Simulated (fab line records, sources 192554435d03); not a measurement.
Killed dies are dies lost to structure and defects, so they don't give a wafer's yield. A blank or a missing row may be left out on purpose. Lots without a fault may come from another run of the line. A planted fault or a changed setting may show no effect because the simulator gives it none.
Chamber matching | flow n5_finfet | N5_BEOL_M1_DEP_57 on pecvd-02: 3 sister chambers
The step deposits SiCN from 3MS/NH3, target thk 8 nm, time 14 s. 24 wafers are shown with their chamber, then 12 later ones without.

WAFERS WITH THEIR CHAMBER
wafer  | chamber | throttle_valve_pct (%) | showerhead_plenum_p_Torr (Torr)
L078.4 | 0       | 9.4                    | 3.653
L078.5 | 2       | 8.8                    | 3.669
L078.6 | 1       | 8.7                    | 3.647
L080.2 | 1       | 8.3                    | 3.654
L080.3 | 0       | 9.6                    | 3.644
L080.5 | 0       | 9.4                    | 3.647
L081.1 | 1       | 8.4                    | 3.656
L081.2 | 2       | 8.4                    | 3.659
L081.3 | 2       | 8.4                    | 3.661
L081.4 | 1       | 8.4                    | 3.645
L081.5 | 2       | 8.6                    | 3.664
L081.6 | 1       | 8.4                    | 3.662
L083.1 | 0       | 9.6                    | 3.650
L083.3 | 1       | 8.4                    | 3.650
L083.4 | 2       | 8.3                    | 3.671
L087.2 | 0       | 9.5                    | 3.651
L087.3 | 2       | 8.5                    | 3.666
L087.6 | 1       | 8.5                    | 3.649
L088.4 | 1       | 8.4                    | 3.649
L088.5 | 2       | 8.7                    | 3.664
L088.6 | 0       | 9.5                    | 3.644
L089.1 | 2       | 8.6                    | 3.662
L089.3 | 1       | 8.5                    | 3.650
L089.4 | 1       | 8.4                    | 3.653

SIGNATURES (means of the wafers above)
reading                  | chamber 0 | chamber 1 | chamber 2 | scatter within a chamber
throttle_valve_pct       | 9.500     | 8.440     | 8.537     | 0.128
showerhead_plenum_p_Torr | 3.64817   | 3.65150   | 3.66450   | 0.00438
Rule: a wafer's distance from a chamber is the root of the sum, over the readings, of the square of ((its reading less the chamber's mean) divided by the reading's scatter). The wafer belongs to the nearest chamber; if the next one is less than 2 further off, it can't be placed. The scatter: the root of (the sum of the squares of (reading less its chamber's mean) over the shown wafers, divided by (wafers less chambers)).

WAFERS WITHOUT THEIR CHAMBER
wafer  | throttle_valve_pct (%) | showerhead_plenum_p_Torr (Torr)
L090.1 | 8.5                    | 3.662
L090.2 | 9.5                    | 3.647
L090.6 | 9.4                    | 3.635
L092.2 | 8.4                    | 3.666
L092.3 | 9.7                    | 3.647
L092.6 | 8.6                    | 3.661
L096.2 | 9.4                    | 3.644
L096.5 | 8.6                    | 3.655
L096.6 | 9.4                    | 3.647
L097.4 | 8.5                    | 3.651
L097.5 | 8.7                    | 3.655
L097.6 | 9.5                    | 3.634

WHICH CHAMBER EACH WENT THROUGH
wafer  | from the rows above     | in truth
L090.1 | can't be placed: 2 or 1 | 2
L090.2 | 0                       | 0
L090.6 | 0                       | 0
L092.2 | 2                       | 2
L092.3 | 0                       | 0
L092.6 | can't be placed: 2 or 1 | 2
L096.2 | 0                       | 0
L096.5 | can't be placed: 1 or 2 | 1
L096.6 | 0                       | 0
L097.4 | 1                       | 1
L097.5 | can't be placed: 1 or 2 | 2
L097.6 | 0                       | 0
Placed correctly: 8 of 12. Can't be placed from these rows: 4 (the true chamber is among the candidates in 4). Placed wrongly: 0.
